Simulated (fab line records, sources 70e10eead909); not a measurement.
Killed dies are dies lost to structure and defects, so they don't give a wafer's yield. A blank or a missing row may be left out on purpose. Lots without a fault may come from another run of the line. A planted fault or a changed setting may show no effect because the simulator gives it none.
Chamber matching | flow nand_harc | NHARC_A_STAIRCASE_DESCUM_219 on rie_diel-12: 4 sister chambers
The step chemistry O2, time 3 s. 4 wafers are shown with their chamber, then 10 later ones without.

WAFERS WITH THEIR CHAMBER
wafer  | chamber | drypump_motor_current_A (A)
L088.3 | 3       | 5.7
L088.6 | 1       | 5.1
L092.3 | 0       | 6.6
L092.4 | 2       | 6.0

WAFERS WITHOUT THEIR CHAMBER
wafer  | drypump_motor_current_A (A)
L092.5 | 6.0
L093.1 | 5.7
L093.2 | 6.6
L093.3 | 6.0
L097.3 | 5.1
L097.5 | 6.1
L097.6 | 5.1
L096.2 | 5.8
L096.3 | 6.6
L096.6 | 6.6

WHICH CHAMBER EACH WENT THROUGH
wafer  | from the rows above | in truth
L092.5 | 2                   | 2
L093.1 | 3                   | 3
L093.2 | 0                   | 0
L093.3 | 2                   | 2
L097.3 | 1                   | 1
L097.5 | 2                   | 2
L097.6 | 1                   | 1
L096.2 | 3                   | 3
L096.3 | 0                   | 0
L096.6 | 0                   | 0
Placed correctly: 10 of 10. Can't be placed from these rows: 0. Placed wrongly: 0.
How it was worked out, from the rows above alone: a wafer's distance from a chamber is the root of the sum, over the readings, of the square of ((its reading less the chamber's mean) divided by the reading's scatter). The wafer belongs to the nearest chamber; if the next one is less than 2 further off, it can't be placed. A chamber's mean is the mean of its shown wafers. The scatter: with one shown wafer a chamber, the root of the mean of the squares of how far each hidden wafer lies from its nearest shown one.
